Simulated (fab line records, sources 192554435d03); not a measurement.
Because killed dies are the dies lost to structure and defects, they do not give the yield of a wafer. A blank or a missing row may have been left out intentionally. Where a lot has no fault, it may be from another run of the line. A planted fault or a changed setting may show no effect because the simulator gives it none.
fab line records | flow n5Finfet
record lots=24 wafers=72 lastDay=17
route steps=1938 shown GATE_CUT@492 MOL_CONTACT_COAG@540
lots untouched by any fault: they come from a run of this same line in which no faults occurred
startH: the number of hours between the record's first day and the start of the first shown wafer of the lot | waitH: hours elapsed since this lot's preceding step | " identical to the entry in the row above | L1.1+2: one row covering several wafers at once | - no value present, or no start provided | * or withheld: withheld | < > ~ a bound
route shown NAME@n: a module of which the file shows steps, and the number in the route of the first | usual: mean/standard deviation of fault-free wafers | same: alike in all rows | chamber/n: place in a boat | sites: readings site by site | _std_site: the standard deviation of these | _edge_site: the outer-site mean with the inner-site mean subtracted | radiusMm: how far each site lies from the wafer's centre | mask NAME#n: copy n | behind: the last tool/chamber to shape the wafer | hold: cause of the lot's hold/its duration in hours/its outcome | device: the n, p or np transistor that did not switch | end of line: tests run on the same wafers once the route is complete | for a step that has no rows: nothing shown but its recipe | killed: the dies lost at the first sort to structure and to defects; this is not the yield of the wafer | map: the dies of a wafer, with x for killed, . for not killed, _ for no die there
set.NAME: the setting the step ran with; set.NAME@STEP: the setting that earlier step ran with | model.NAME: the simulator's own value behind a step, which no gauge read
route steps across a sampled set of lots; one table per step, one row per wafer
services: when a tool's chamber went out of use (startH, in hours from the record's first day, below 0 if earlier), for how many hours, and the reason
## steps
# step N5_GATE_CUT_ETCH_36
# recipe chemistry=CF4 target=SiARC targetDepthA=130 maskMaterial=CAR-EUV timeS=21.7 ionEnergyEv=80 pressureMtorr=40 sourceW=545 biasW=36 Ar_flow_sccm=100 cf4FlowSccm=100 ends=cleared
# usual drypumpMotorCurrentA=5.83/0.26 etchRfOnTimeS=21.5/0.38 oesProductAu=0.67/0.073 rfVppV=184.4/1.2 showerheadPlenumPTorr=2.16/0.065 throttleValvePct=15.7/0.31
# columns lot.wafer tool chamber startH waitH drypumpMotorCurrentA etchRfOnTimeS oesProductAu rfHoursCounterH rfVppV showerheadPlenumPTorr throttleValvePct
L074.3 rieDiel-06 0 83.22 0.0 5.84 21.8 0.60 200 185.8 2.21 16.0
L074.5 " 3 " " 6.13 22.0 0.72 - 183.3 2.09 15.6
L074.6 " 2 " " 5.76 21.3 0.65 - 186.5 2.23 15.8
L075.3 rieDiel-04 3 88.32 0.0 5.47 21.3 0.64 184 183.8 2.13 15.8
L075.4 " 1 " " 6.26 21.9 0.58 - 182.9 2.02 16.0
L075.5 " 3 " " 5.45 21.3 0.64 - 184.6 2.13 15.8
L076.2 rieDiel-02 1 98.03 0.0 5.89 21.3 0.63 182 183.3 2.13 15.9
L076.4 " 0 " " 6.08 21.8 0.67 135 183.5 2.15 15.8
L076.5 " 3 " " 5.59 22.0 0.60 - 187.4 2.20 15.8
L077.1 rieDiel-04 0 105.30 0.0 5.85 21.0 0.69 127 184.3 2.23 15.9
L077.3 " 3 " " 5.47 21.2 0.64 190 184.4 2.13 15.8
L077.5 " 2 " " 5.83 20.9 0.82 - 184.9 2.10 14.9
L078.4 rieDiel-04 2 112.07 0.0 5.82 21.0 0.82 - 182.5 2.10 14.9
L078.5 " 3 " " 5.45 21.5 0.63 - 183.9 2.13 15.8
L078.6 " 0 " " 5.82 21.2 0.68 - 185.2 2.23 15.9
L079.2 rieDiel-06 0 117.68 0.0 5.82 21.7 0.60 212 184.7 2.21 16.0
L079.3 " 1 " " 5.97 21.7 0.61 225 184.3 2.20 15.7
L079.6 " 0 " " 5.82 21.8 0.60 - 185.9 2.21 16.0
L080.2 rieDiel-06 0 125.63 0.0 5.82 21.6 0.60 214 184.1 2.21 16.0
L080.3 " 3 " " 6.12 21.7 0.71 66 184.6 2.09 15.7
L080.5 " 2 " " 5.76 21.3 0.64 - 185.9 2.23 15.8
L081.1 rieDiel-02 2 129.62 0.0 5.32 21.8 0.67 126 181.9 2.07 15.4
L081.3 " 3 " " 5.63 22.4 0.59 224 185.6 2.20 15.8
L081.6 " 3 " " 5.61 22.3 0.59 - 185.2 2.20 15.8
L082.1 rieDiel-04 1 138.41 0.0 6.27 21.2 0.84 8 185.9 2.27 15.6
L082.4 " 2 " " 5.82 21.2 0.79 - 184.8 2.10 14.9
L082.6 " 0 " " 5.82 21.6 0.66 - 183.1 2.23 15.9
L083.1 rieDiel-04 1 140.80 0.0 6.26 21.1 0.82 9 185.4 2.27 15.6
L083.3 " 2 " " 5.81 21.4 0.79 21 184.0 2.10 14.9
L083.4 " 1 " " 6.24 21.0 0.82 - 185.4 2.27 15.6
L084.2 rieDiel-04 1 151.04 0.0 6.27 20.7 0.84 13 185.9 2.27 15.6
L084.5 " 1 " " 6.27 21.1 0.82 - 185.6 2.27 15.6
L084.6 " 0 " " 5.81 21.4 0.67 - 184.5 2.23 15.9
L085.3 rieDiel-06 0 159.32 0.0 5.86 22.0 0.59 226 184.8 2.20 16.0
L085.4 " 3 " " 6.10 22.1 0.69 77 183.3 2.08 15.7
L085.6 " 1 " " 5.96 22.0 0.61 - 185.0 2.20 15.7
L086.2 rieDiel-02 2 163.73 0.0 5.32 21.5 0.67 139 182.9 2.06 15.4
L086.4 " 0 " " 6.07 21.8 0.66 155 184.8 2.14 15.8
L086.5 " 0 " " 6.07 21.8 0.65 - 183.5 2.14 15.8
L087.2 rieDiel-04 1 169.13 0.0 6.23 20.9 0.81 18 185.9 2.27 15.6
L087.3 " 2 " " 5.81 20.9 0.78 27 182.9 2.09 14.9
L087.6 " 3 " " 5.46 21.3 0.62 - 181.7 2.12 15.8
L088.4 rieDiel-02 1 171.34 0.0 5.89 21.6 0.61 206 183.4 2.12 16.0
L088.5 " 0 " " 6.10 22.3 0.64 - 184.2 2.14 15.8
L088.6 " 1 " " 5.90 21.8 0.61 - 183.9 2.12 16.0
L089.1 rieDiel-04 3 176.95 0.0 5.46 21.4 0.63 211 184.0 2.12 15.9
L089.3 " 2 " " 5.81 21.2 0.77 28 183.1 2.09 14.9
L089.4 " 0 " " 5.82 21.6 0.66 150 185.9 2.22 16.0
L090.1 rieDiel-02 3 182.13 0.0 5.59 22.1 0.58 240 182.9 2.20 15.9
L090.2 " 0 " " 6.09 21.8 0.65 160 184.0 2.14 15.8
L090.6 " 1 " " 5.90 21.3 0.61 - 183.5 2.12 16.0
L091.1 rieDiel-06 0 188.55 0.0 5.85 21.9 0.59 234 183.9 2.20 16.1
L091.2 " 1 " " 5.95 21.9 0.60 243 184.7 2.19 15.7
L091.3 " 3 " " 6.13 22.0 0.69 84 184.8 2.08 15.7
L092.2 rieDiel-04 1 190.72 0.0 6.25 21.1 0.80 22 185.4 2.27 15.6
L092.3 " 3 " " 5.43 21.6 0.62 215 183.2 2.12 15.9
L092.6 " 0 " " 5.85 21.6 0.65 - 185.6 2.22 16.0
L093.1 rieDiel-04 0 200.29 0.0 5.84 21.4 0.66 157 185.7 2.22 16.0
L093.2 " 1 " " 6.27 21.0 0.80 25 186.2 2.27 15.6
L093.6 " 3 " " 5.45 21.7 0.62 - 183.9 2.12 15.9
L094.1 rieDiel-02 2 207.77 0.0 5.31 21.6 0.66 151 182.6 2.06 15.5
L094.2 " 1 " " 5.88 21.7 0.60 217 184.4 2.12 16.0
L094.6 " 1 " " 5.90 21.7 0.60 - 185.2 2.12 16.0
L095.2 rieDiel-06 3 212.45 0.0 6.16 21.7 0.68 92 184.5 2.08 15.7
L095.3 " 0 " " 5.84 21.7 0.58 242 185.2 2.20 16.1
L095.5 " 2 " " 5.78 21.3 0.62 - 184.5 2.22 15.8
L096.2 rieDiel-04 2 219.56 0.0 5.82 21.3 0.75 40 183.4 2.09 15.0
L096.5 " 1 " " 6.27 21.0 0.79 - 187.1 2.27 15.6
L096.6 " 0 " " 5.82 21.5 0.65 - 184.8 2.22 16.0
L097.4 rieDiel-06 2 220.48 0.0 5.76 21.2 0.63 192 184.9 2.22 15.8
L097.5 " 0 " " 5.81 21.8 0.57 - 186.7 2.19 16.1
L097.6 " 1 " " 5.96 21.7 0.60 - 185.3 2.19 15.7
# step N5_GATE_CUT_CUT_ETCH_53
# recipe chemistry=SF6/Cl2 target=W maskMaterial=SiO2 targetDepthA=792 pressureMtorr=8 icpW=900 biasW=80 SF6_flow_sccm=40 Cl2_flow_sccm=60 ends=cleared
# usual drypumpMotorCurrentA=5.8/0.44 etchRfOnTimeS=26.2/0.33 oesProductAu=0.72/0.074 throttleValvePct=28.76/0.1
# columns lot.wafer tool chamber startH waitH drypumpMotorCurrentA etchRfOnTimeS oesProductAu rfHoursCounterH throttleValvePct
L074.3 rieMetal-03 0 83.58 0.1 5.2 26.2 0.85 - 28.79
L074.5 " 1 " " 5.6 26.2 0.65 - 28.77
L074.6 " 0 " " 5.2 26.1 0.85 - 28.81
L075.3 rieMetal-01 1 88.68 0.1 5.8 26.7 0.69 - 28.64
L075.4 " 0 " " 6.6 26.0 0.77 - 28.80
L075.5 " 0 " " 6.6 25.9 0.77 - 28.82
L076.2 rieMetal-02 1 98.36 0.1 5.5 26.3 0.66 57 28.89
L076.4 " 1 " " 5.5 26.3 0.66 - 28.87
L076.5 " 0 " " 5.9 26.1 0.86 - 28.57
L077.1 rieMetal-02 1 105.64 0.1 5.4 26.3 0.66 57 28.90
L077.3 " 1 " " 5.5 26.1 0.67 - 28.90
L077.5 " 1 " " 5.5 26.2 0.66 - 28.89
L078.4 rieMetal-01 1 112.42 0.0 5.8 26.8 0.68 - 28.65
L078.5 " 0 " " 6.6 26.1 0.76 - 28.81
L078.6 " 1 " " 5.8 26.9 0.67 - 28.64
L079.2 rieMetal-03 0 118.02 0.1 5.2 25.9 0.82 5 28.82
L079.3 " 1 " " 5.7 25.9 0.65 - 28.76
L079.6 " 1 " " 5.7 26.1 0.64 - 28.78
L080.2 rieMetal-01 1 125.96 0.1 5.8 26.6 0.68 56 28.64
L080.3 " 1 " " 5.8 26.2 0.68 - 28.66
L080.5 " 0 " " 6.6 25.9 0.77 - 28.80
L081.1 rieMetal-03 1 129.96 0.1 5.7 26.2 0.64 71 28.77
L081.3 " 0 " " 5.2 26.0 0.82 - 28.83
L081.6 " 1 " " 5.7 26.3 0.64 - 28.79
L082.1 rieMetal-01 0 138.75 0.1 6.6 25.9 0.76 19 28.83
L082.4 " 1 " " 5.8 26.6 0.67 - 28.66
L082.6 " 0 " " 6.6 25.9 0.76 - 28.83
L083.1 rieMetal-03 1 141.14 0.1 5.7 26.5 0.63 72 28.77
L083.3 " 0 " " 5.2 26.4 0.79 - 28.82
L083.4 " 1 " " 5.7 26.5 0.63 - 28.76
L084.2 rieMetal-03 0 151.38 0.1 5.2 26.2 0.79 8 28.81
L084.5 " 0 " " 5.2 26.1 0.80 - 28.82
L084.6 " 1 " " 5.7 26.3 0.64 - 28.79
L085.3 rieMetal-01 0 159.68 0.1 6.6 26.0 0.76 - 28.82
L085.4 " 1 " " 5.8 26.6 0.67 - 28.66
L085.6 " 1 " " 5.8 26.9 0.67 - 28.66
L086.2 rieMetal-01 1 164.07 0.1 5.8 26.9 0.66 60 28.65
L086.4 " 0 " " 6.6 26.1 0.74 - 28.81
L086.5 " 0 " " 6.6 26.1 0.75 - 28.84
L087.2 rieMetal-02 0 169.47 0.1 5.9 26.3 0.82 10 28.59
L087.3 " 1 " " 5.5 26.4 0.65 - 28.89
L087.6 " 0 " " 5.9 26.1 0.82 - 28.58
L088.4 rieMetal-03 1 171.70 0.1 5.6 26.1 0.63 - 28.79
L088.5 " 0 " " 5.2 26.3 0.79 - 28.84
L088.6 " 1 " " 5.7 26.1 0.64 - 28.76
L089.1 rieMetal-02 1 177.29 0.1 5.5 26.4 0.64 64 28.90
L089.3 " 0 " " 5.9 26.1 0.81 - 28.59
L089.4 " 1 " " 5.5 26.4 0.64 - 28.91
L090.1 rieMetal-02 1 182.47 0.1 5.5 26.2 0.64 65 28.90
L090.2 " 0 " " 5.9 25.9 0.81 12 28.58
L090.6 " 1 " " 5.5 26.2 0.64 - 28.89
L091.1 rieMetal-01 1 188.89 0.1 5.8 27.0 0.66 62 28.66
L091.2 " 0 " " 6.6 25.9 0.74 23 28.83
L091.3 " 1 " " 5.8 26.7 0.67 - 28.67
L092.2 rieMetal-01 1 191.06 0.1 5.9 27.1 0.66 62 28.65
L092.3 " 0 " " 6.6 26.4 0.73 - 28.82
L092.6 " 0 " " 6.6 26.4 0.74 - 28.82
L093.1 rieMetal-01 1 200.63 0.1 5.8 26.9 0.66 63 28.65
L093.2 " 0 " " 6.6 26.3 0.74 24 28.84
L093.6 " 1 " " 5.8 26.7 0.66 - 28.65
L094.1 rieMetal-03 0 208.11 0.1 5.2 25.9 0.79 12 28.83
L094.2 " 1 " " 5.7 25.6 0.64 77 28.78
L094.6 " 1 " " 5.7 25.6 0.63 - 28.79
L095.2 rieMetal-02 1 212.79 0.1 5.5 26.4 0.64 68 28.90
L095.3 " 1 " " 5.4 26.2 0.64 - 28.90
L095.5 " 0 " " 5.9 26.0 0.79 - 28.58
L096.2 rieMetal-02 1 219.90 0.1 5.5 26.2 0.64 68 28.90
L096.5 " 1 " " 5.5 26.1 0.65 - 28.91
L096.6 " 0 " " 5.9 25.8 0.80 - 28.59
L097.4 rieMetal-03 0 220.84 0.1 5.2 26.1 0.78 - 28.82
L097.5 " 0 " " 5.2 26.0 0.78 - 28.81
L097.6 " 1 " " 5.7 25.7 0.63 - 28.80
# step N5_GATE_CUT_ETCH_47
# recipe chemistry=Cl2/BCl3 target=SiO2 targetDepthA=100 pressureMtorr=10 icpW=1000 biasW=126 Cl2_flow_sccm=53.25 bcl3FlowSccm=21.75 Ar_flow_sccm=25
# usual drypumpMotorCurrentA=5.8/0.44 oesProductAu=0.80/0.082 throttleValvePct=22.66/0.094
# columns lot.wafer tool chamber startH waitH drypumpMotorCurrentA oesProductAu rfHoursCounterH throttleValvePct
L074.3 rieMetal-03 0 83.72 0.0 5.2 0.94 - 22.67
L074.5 " 1 " " 5.7 0.72 - 22.68
L074.6 " 0 " " 5.2 0.95 - 22.65
L075.3 rieMetal-01 1 88.82 0.0 5.8 0.76 - 22.55
L075.4 " 0 " " 6.6 0.86 - 22.69
L075.5 " 0 " " 6.6 0.85 - 22.69
L076.2 rieMetal-02 1 98.51 0.0 5.5 0.73 57 22.80
L076.4 " 1 " " 5.5 0.73 - 22.78
L076.5 " 0 " " 5.9 0.94 - 22.48
L077.1 rieMetal-02 1 105.79 0.0 5.5 0.72 57 22.79
L077.3 " 1 " " 5.5 0.75 - 22.78
L077.5 " 1 " " 5.4 0.73 - 22.78
L078.4 rieMetal-01 1 112.56 0.0 5.8 0.76 - 22.56
L078.5 " 0 " " 6.6 0.85 - 22.71
L078.6 " 1 " " 5.8 0.76 - 22.56
L079.2 rieMetal-03 0 118.17 0.0 5.2 0.91 5 22.68
L079.3 " 1 " " 5.7 0.71 - 22.68
L079.6 " 1 " " 5.7 0.70 - 22.67
L080.2 rieMetal-01 1 126.11 0.0 5.8 0.76 56 22.58
L080.3 " 1 " " 5.8 0.76 - 22.57
L080.5 " 0 " " 6.6 0.85 - 22.71
L081.1 rieMetal-03 1 130.11 0.0 5.7 0.71 71 22.68
L081.3 " 0 " " 5.2 0.90 - 22.66
L081.6 " 1 " " 5.7 0.72 - 22.68
L082.1 rieMetal-01 0 138.90 0.0 6.6 0.84 19 22.70
L082.4 " 1 " " 5.8 0.75 - 22.58
L082.6 " 0 " " 6.6 0.85 - 22.70
L083.1 rieMetal-03 1 141.29 0.0 5.7 0.71 72 22.67
L083.3 " 0 " " 5.2 0.89 - 22.67
L083.4 " 1 " " 5.7 0.71 - 22.69
L084.2 rieMetal-03 0 151.53 0.0 5.2 0.88 8 22.67
L084.5 " 0 " " 5.2 0.89 - 22.68
L084.6 " 1 " " 5.7 0.70 - 22.69
L085.3 rieMetal-01 0 159.82 0.0 6.6 0.83 - 22.73
L085.4 " 1 " " 5.8 0.75 - 22.57
L085.6 " 1 " " 5.8 0.75 - 22.59
L086.2 rieMetal-01 1 164.22 0.0 5.8 0.75 60 22.58
L086.4 " 0 " " 6.6 0.83 - 22.71
L086.5 " 0 " " 6.6 0.83 - 22.71
L087.2 rieMetal-02 0 169.62 0.0 5.9 0.91 10 22.51
L087.3 " 1 " " 5.5 0.72 - 22.81
L087.6 " 0 " " 5.9 0.91 - 22.51
L088.4 rieMetal-03 1 171.84 0.0 5.7 0.69 - 22.69
L088.5 " 0 " " 5.2 0.87 - 22.67
L088.6 " 1 " " 5.7 0.69 - 22.68
L089.1 rieMetal-02 1 177.44 0.0 5.5 0.71 64 22.81
L089.3 " 0 " " 5.9 0.90 - 22.53
L089.4 " 1 " " 5.4 0.72 - 22.80
L090.1 rieMetal-02 1 182.62 0.0 5.5 0.71 65 22.82
L090.2 " 0 " " 5.9 0.90 12 22.50
L090.6 " 1 " " 5.4 0.71 - 22.81
L091.1 rieMetal-01 1 189.04 0.0 5.8 0.73 62 22.58
L091.2 " 0 " " 6.6 0.81 23 22.71
L091.3 " 1 " " 5.8 0.74 - 22.59
L092.2 rieMetal-01 1 191.21 0.0 5.8 0.75 62 22.58
L092.3 " 0 " " 6.6 0.82 - 22.71
L092.6 " 0 " " 6.6 0.82 - 22.72
L093.1 rieMetal-01 1 200.78 0.0 5.8 0.73 63 22.57
L093.2 " 0 " " 6.6 0.81 25 22.72
L093.6 " 1 " " 5.8 0.73 - 22.57
L094.1 rieMetal-03 0 208.26 0.0 5.2 0.87 12 22.68
L094.2 " 1 " " 5.7 0.69 77 22.68
L094.6 " 1 " " 5.7 0.70 - 22.69
L095.2 rieMetal-02 1 212.94 0.0 5.5 0.70 68 22.82
L095.3 " 1 " " 5.5 0.71 - 22.82
L095.5 " 0 " " 5.9 0.88 - 22.51
L096.2 rieMetal-02 1 220.05 0.0 5.5 0.71 68 22.82
L096.5 " 1 " " 5.5 0.70 - 22.83
L096.6 " 0 " " 5.9 0.88 - 22.52
L097.4 rieMetal-03 0 220.98 0.0 5.2 0.85 - 22.69
L097.5 " 0 " " 5.2 0.87 - 22.69
L097.6 " 1 " " 5.7 0.69 - 22.71
# step N5_GATE_CUT_CMP_61
# recipe stopOn=SiNx tOverpolishS=3 postCmpClean=alkalineBrush downForcePsi=4 platenRpm=27.09 padVelocityMS=0.539
# usual motorCurrentA=12.1/1 slurryFilterDpKPa=13.51/0.14 slurryFlowMlMin=150.1/0.49
# columns lot.wafer tool chamber startH waitH motorCurrentA slurryFilterDpKPa slurryFlowMlMin
L074.3 cmp-03 3 86.39 0.2 11.7 13.31 149.6
L074.5 " 0 " " 12.6 13.54 149.6
L074.6 " 1 " " 13.2 13.49 149.3
L075.4 cmp-04 3 91.43 0.3 12.3 13.47 149.0
L075.3 " 0 " " 11.5 13.67 149.0
L075.5 " 2 " " 12.6 13.71 150.3
L076.4 cmp-02 1 104.56 0.4 14.0 13.62 149.6
L076.2 " 3 " " 11.9 13.55 150.2
L076.5 " 1 " " 13.9 13.56 150.4
L077.3 cmp-04 0 108.54 0.3 10.8 13.44 150.4
L077.1 " 1 " " 12.2 13.71 149.0
L077.5 " 0 " " 10.9 13.45 149.6
L078.4 cmp-02 3 115.19 0.3 12.0 13.52 150.1
L078.6 " 1 " " 14.0 13.64 149.7
L078.5 " 2 " " 10.3 13.46 150.6
L079.3 cmp-03 0 121.02 0.3 12.0 13.23 150.0
L079.2 " 1 " " 12.7 13.62 150.5
L079.6 " 2 " " 11.2 13.59 150.1
L080.3 cmp-03 3 128.92 0.3 12.0 13.51 150.5
L080.2 " 0 " " 13.0 13.63 150.0
L080.5 " 3 " " 11.2 13.24 150.8
L081.1 cmp-04 3 132.76 0.3 12.0 13.46 149.3
L081.3 " 0 " " 11.1 13.72 150.3
L081.6 " 2 " " 11.6 13.43 149.8
L082.1 cmp-04 1 142.46 0.3 12.7 13.62 149.3
L082.4 " 2 " " 12.5 13.43 150.3
L082.6 " 1 " " 11.9 13.36 149.8
L083.4 cmp-04 2 143.88 0.4 11.4 13.45 150.2
L083.3 " 3 " " 11.7 13.23 149.9
L083.1 " 0 " " 10.7 13.74 149.8
L084.2 cmp-03 1 155.03 0.3 13.2 13.39 150.8
L084.6 " 3 " " 11.7 13.55 150.2
L084.5 " 0 " " 13.4 13.43 151.3
L085.3 cmp-03 0 162.39 0.4 12.8 13.50 149.7
L085.4 " 3 " " 12.5 13.60 151.0
L085.6 " 0 " " 13.0 13.41 149.5
L086.4 cmp-03 3 166.88 0.3 11.5 13.39 150.0
L086.2 " 1 " " 14.3 13.50 150.1
L086.5 " 2 " " 10.9 13.60 151.2
L087.3 cmp-02 0 172.21 0.4 12.2 13.50 150.6
L087.2 " 1 " " 13.9 13.49 149.9
L087.6 " 0 " " 12.2 13.57 150.4
L088.4 cmp-03 3 174.51 0.2 12.0 13.49 150.4
L088.6 " 0 " " 12.7 13.56 149.8
L088.5 " 1 " " 12.4 13.50 150.4
L089.4 cmp-04 3 180.03 0.4 12.2 13.33 150.5
L089.1 " 1 " " 12.0 13.71 150.0
L089.3 " 2 " " 11.6 13.72 150.4
L090.2 cmp-02 0 185.30 0.4 11.4 13.47 150.1
L090.1 " 2 " " 10.2 13.77 150.3
L090.6 " 1 " " 13.7 13.49 150.2
L091.2 cmp-04 0 191.67 0.4 11.3 13.34 150.6
L091.3 " 2 " " 11.5 13.51 150.5
L091.1 " 3 " " 12.3 13.45 150.0
L092.3 cmp-03 2 193.80 0.4 11.2 13.50 149.6
L092.2 " 1 " " 12.7 13.61 150.4
L092.6 " 2 " " 11.3 13.51 150.0
L093.1 cmp-02 3 203.42 0.3 12.0 13.44 150.5
L093.2 " 0 " " 12.0 13.50 149.9
L093.6 " 2 " " 10.3 13.36 150.1
L094.2 cmp-03 2 210.88 0.3 11.2 13.08 150.3
L094.1 " 0 " " 12.9 13.60 149.8
L094.6 " 2 " " 11.2 13.60 150.9
L095.3 cmp-02 3 216.53 0.3 12.0 13.27 150.1
L095.2 " 0 " " 12.5 13.40 150.9
L095.5 " 2 " " 9.9 13.83 150.2
L096.2 cmp-03 1 222.67 0.3 13.4 13.38 150.1
L096.6 " 0 " " 12.5 13.69 149.9
L096.5 " 1 " " 13.2 13.68 150.0
L097.4 cmp-02 1 223.62 0.3 13.8 13.45 149.7
L097.6 " 3 " " 11.7 13.38 150.2
L097.5 " 0 " " 12.3 13.59 149.5
# step N5_MOL_CONTACT_COAG_CD_MEAS_99
# recipe targetCdNm=17.2 polarity=opening
# usual cdNm=17.3/0.3
# columns lot.wafer tool chamber startH waitH cdNm
L074.3 cdSem-02 - 87.35 - 17.9
L074.5 " - " " 17.3
L074.6 " - " " 17.7
L075.3 cdSem-01 - 92.50 - 17.3
L075.4 " - " " 17.7
L075.5 " - " " 17.4
L076.2 cdSem-03 - 105.84 - 17.4
L076.4 " - " " 16.8
L076.5 " - " " 16.9
L077.1 cdSem-02 - 110.01 - 16.8
L077.3 " - " " 16.8
L077.5 " - " " 16.9
L078.4 cdSem-03 - 116.19 - 16.9
L078.5 " - " " 17.2
L078.6 " - " " 16.8
L079.2 cdSem-03 - 122.03 - 17.2
L079.3 " - " " 17.1
L079.6 " - " " 17.0
L080.2 cdSem-03 - 130.08 - 17.4
L080.3 " - " " 17.6
L080.5 " - " " 17.6
L081.1 cdSem-03 - 133.74 - 17.3
L081.3 " - " " 17.0
L081.6 " - " " 17.2
L082.1 cdSem-03 - 143.62 - 16.8
L082.4 " - " " 17.6
L082.6 " - " " 17.1
L083.1 cdSem-03 - 145.05 - 17.0
L083.3 " - " " 17.0
L083.4 " - " " 17.5
L084.2 cdSem-03 - 156.31 - 17.3
L084.5 " - " " 16.7
L084.6 " - " " 17.5
L085.3 cdSem-03 - 163.57 - 17.5
L085.4 " - " " 17.3
L085.6 " - " " 18.0
L086.2 cdSem-03 - 167.90 - 17.3
L086.4 " - " " 17.6
L086.5 " - " " 17.2
L087.2 cdSem-03 - 173.47 - 17.5
L087.3 " - " " 17.3
L087.6 " - " " 17.4
L088.4 cdSem-03 - 175.63 - 17.3
L088.5 " - " " 17.3
L088.6 " - " " 17.1
L089.1 cdSem-03 - 181.08 - 17.4
L089.3 " - " " 17.6
L089.4 " - " " 17.3
L090.1 cdSem-01 - 186.35 - 17.3
L090.2 " - " " 17.6
L090.6 " - " " 17.5
L091.1 cdSem-01 - 192.72 - 17.2
L091.2 " - " " 17.4
L091.3 " - " " 17.7
L092.2 cdSem-01 - 194.85 - 17.5
L092.3 " - " " 17.0
L092.6 " - " " 17.7
L093.1 cdSem-01 - 204.41 - 16.7
L093.2 " - " " 17.2
L093.6 " - " " 16.9
L094.1 cdSem-01 - 211.90 - 17.2
L094.2 " - " " 17.2
L094.6 " - " " 17.2
L095.2 cdSem-02 - 217.52 - 17.1
L095.3 " - " " 17.0
L095.5 " - " " 17.1
L096.2 cdSem-02 - 223.71 - 17.2
L096.5 " - " " 17.4
L096.6 " - " " 17.2
L097.4 cdSem-01 - 224.61 - 17.5
L097.5 " - " " 17.8
L097.6 " - " " 17.3
# step N5_MOL_CONTACT_COAG_PRE_CLEAN_142
# recipe gas=H2/He timeS=60 tempC=300
# usual heaterPowerW=476/53
# same timeS=60
# columns lot.wafer tool chamber startH waitH heaterPowerW
L074.3 pvdSputter-01 - 93.64 1.0 491
L074.5 " - " " 402
L074.6 " - " " 413
L075.3 pvdSputter-03 - 96.55 0.7 576
L075.4 " - " " 525
L075.5 " - " " 403
L076.2 pvdSputter-01 - 109.23 0.8 413
L076.4 " - " " 501
L076.5 " - " " 491
L077.1 pvdSputter-02 - 114.49 2.1 425
L077.3 " - " " 530
L077.5 " - " " 427
L078.4 pvdSputter-02 - 120.82 0.6 417
L078.5 " - " " 511
L078.6 " - " " 481
L079.2 pvdSputter-01 - 126.54 1.3 402
L079.3 " - " " 486
L079.6 " - " " 478
L080.2 pvdSputter-02 - 135.76 2.0 528
L080.3 " - " " 466
L080.5 " - " " 525
L081.1 pvdSputter-02 - 138.81 1.0 473
L081.3 " - " " 537
L081.6 " - " " 429
L082.1 pvdSputter-01 - 147.07 0.8 493
L082.4 " - " " 406
L082.6 " - " " 485
L083.1 pvdSputter-01 - 149.95 2.3 415
L083.3 " - " " 399
L083.4 " - " " 499
L084.2 pvdSputter-02 - 161.77 1.9 417
L084.5 " - " " 474
L084.6 " - " " 419
L085.3 pvdSputter-01 - 170.51 3.2 419
L085.4 " - " " 482
L085.6 " - " " 419
L086.2 pvdSputter-02 - 174.22 2.1 421
L086.4 " - " " 477
L086.5 " - " " 419
L087.2 pvdSputter-01 - 179.10 2.8 410
L087.3 " - " " 407
L087.6 " - " " 403
L088.4 pvdSputter-02 - 182.70 1.7 530
L088.5 " - " " 524
L088.6 " - " " 477
L089.1 pvdSputter-02 - 186.04 1.5 423
L089.3 " - " " 535
L089.4 " - " " 474
L090.1 pvdSputter-03 - 190.32 1.4 559
L090.2 " - " " 494
L090.6 " - " " 412
L091.1 pvdSputter-01 - 200.27 2.9 411
L091.2 " - " " 408
L091.3 " - " " 492
L092.2 pvdSputter-01 - 200.63 2.1 503
L092.3 " - " " 414
L092.6 " - " " 498
L093.1 pvdSputter-02 - 209.37 2.1 526
L093.2 " - " " 532
L093.6 " - " " 544
L094.1 pvdSputter-03 - 215.82 1.5 562
L094.2 " - " " 491
L094.6 " - " " 532
L095.2 pvdSputter-02 - 223.05 2.2 431
L095.3 " - " " 537
L095.5 " - " " 538
L096.2 pvdSputter-03 - 230.63 2.1 413
L096.5 " - " " 399
L096.6 " - " " 485
L097.4 pvdSputter-03 - 230.93 1.9 587
L097.5 " - " " 561
L097.6 " - " " 518
## services
# columns tool chamber startH hours kind
cmp-03 - 63.97 4.7 pm
pvdSputter-01 - 64.62 4.3 repair
cmp-02 - 66.82 0.3 repair
cmp-04 - 68.05 0.7 repair
cmp-04 - 77.74 4.0 repair
rieDiel-04 2 86.03 7.0 repair
rieMetal-02 - 87.75 2.8 pm
cmp-02 - 93.69 1.8 repair
rieDiel-04 1 100.17 - clean
rieDiel-04 1 100.17 - consumableReplace:focusRing
cmp-02 - 107.47 5.4 pm
cmp-04 - 112.04 4.0 pm
rieDiel-06 1 133.57 9.6 repair
rieDiel-04 3 137.47 4.1 repair
cmp-02 - 143.95 4.6 pm
rieDiel-04 2 146.42 8.2 repair
cmp-03 - 149.25 0.3 repair
cmp-04 - 160.84 3.5 pm
cmp-03 - 164.14 0.4 repair
rieDiel-04 - 173.81 2.7 repair
rieMetal-01 - 178.94 1.6 repair
cmp-04 - 195.87 0.9 repair
rieMetal-03 - 205.01 2.8 pm
cmp-02 - 214.94 0.6 repair
## key
fault none
